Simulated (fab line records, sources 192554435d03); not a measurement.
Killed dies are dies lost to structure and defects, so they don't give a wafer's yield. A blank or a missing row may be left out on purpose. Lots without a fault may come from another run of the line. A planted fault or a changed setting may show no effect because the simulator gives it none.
One fault seen from 3 desks | flow n5_finfet | each desk has only its own numbers; what lay behind them comes last

THE DEFECT DESK
What the inspections along the route counted, lot by lot: means of the sampled wafers that have a number. A lot is out of limits, marked OUT, if its mean lies more than 4 standard deviations from the usual mean; the brackets give that distance.
Columns: A = raw_defect_count at N5_MIM_TOP_LITHO_INSPECT_12, usual 2.2
lot  | first seen here | A
L604 | day 11 18:38    | 3.7
L606 | day 11 19:21    | 2.0
L607 | day 12 06:59    | 2.3
L609 | day 12 15:40    | 3.7
L608 | day 12 18:04    | 2.3
L611 | day 13 00:01    | 4.7
L614 | day 14 07:58    | 1.3
L615 | day 14 08:10    | 2.3
L616 | day 14 16:29    | 2.3
L626 | day 18 02:10    | 2.0
L625 | day 18 03:50    | 2.0
This desk's finding: nothing out of limits on any of the 11 lots.

THE METROLOGY DESK
What the gauges read, lot by lot, whatever tool the lot ran on: means of the sampled wafers that have a number. A lot is out of limits, marked OUT, if its mean lies more than 4 standard deviations from the usual mean; the brackets give that distance.
Columns: A = M15_RS at N5_BEOL_M15_RS_MEAS_54, usual 0.0216 ohm/sq; B = cd_nm at N5_MIM_TOP_LITHO_CD_MEAS_08, usual 2000.5 nm
lot  | first seen here | A      | B
L604 | day 11 13:08    | 0.0215 | 1999.6
L606 | day 11 15:38    | 0.0217 | 2002.2
L607 | day 12 02:17    | 0.0213 | 1999.0
L609 | day 12 13:05    | 0.0213 | 2000.5
L608 | day 12 13:53    | 0.0217 | 2001.2
L611 | day 12 19:18    | 0.0217 | 2000.6
L614 | day 14 03:26    | 0.0219 | 2001.5
L615 | day 14 04:08    | 0.0215 | 1999.8
L616 | day 14 11:13    | 0.0217 | 1969.0 (-24) OUT
L626 | day 17 22:22    | 0.0216 | 1999.1
L625 | day 18 00:56    | 0.0217 | 2000.2
This desk's finding: out of limits on L616; first on L616, day 14 16:26 (cd_nm at N5_MIM_TOP_LITHO_CD_MEAS_08). In limits: L604, L606, L607, L609, L608, L611, L614, L615, L626, L625.

THE TOOL OWNER'S DESK: krf_scanner-02
The tool's own readings at N5_MIM_TOP_LITHO_EXPOSE_05 (exposes mask MIM TOP, target cd 2000 nm): means of the sampled wafers that have a number, for each lot that ran on this tool. A lot is out of limits, marked OUT, if its mean lies more than 4 standard deviations from the usual mean; the brackets give that distance.
Columns: A = exposure_dose_mJ_cm2 at N5_MIM_TOP_LITHO_EXPOSE_05, usual 20.484; B = stage_vel_mm_s at N5_MIM_TOP_LITHO_EXPOSE_05, usual 500.02 mm/s
lot  | first seen here | A                | B
L604 | day 11 18:24    | 20.463           | 500.36
L606 | day 11 19:07    | 20.491           | 500.04
L608 | day 12 17:50    | 20.515           | 500.12
L614 | day 14 07:45    | 20.519           | 500.12
L615 | day 14 07:56    | 20.491           | 500.00
L616 | day 14 16:16    | 19.724 (-35) OUT | 499.81
This desk's finding: out of limits on L616; first on L616, day 14 16:16 (exposure_dose_mJ_cm2 at N5_MIM_TOP_LITHO_EXPOSE_05). In limits: L604, L606, L608, L614, L615.

PUT TOGETHER
The tool owner's desk could have raised an alarm at day 14 16:16, on L616.
The metrology desk could have raised an alarm at day 14 16:26, on L616.
The defect desk saw nothing out of limits.
The defect desk has L616 on record, within its limits.
Of the lots named, all ran N5_MIM_TOP_LITHO_EXPOSE_05 on krf_scanner-02.

WHAT THE SIMULATOR HAD PUT IN
Process parameter drift: krf_scanner-02, from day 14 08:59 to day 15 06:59, at N5_MIM_TOP_LITHO_EXPOSE_05. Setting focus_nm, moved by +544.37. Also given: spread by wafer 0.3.
Lots struck among those shown: L616.
Hours from the fault's start to each desk's first reading out of limits: the tool owner's desk, 7; the metrology desk, 7.
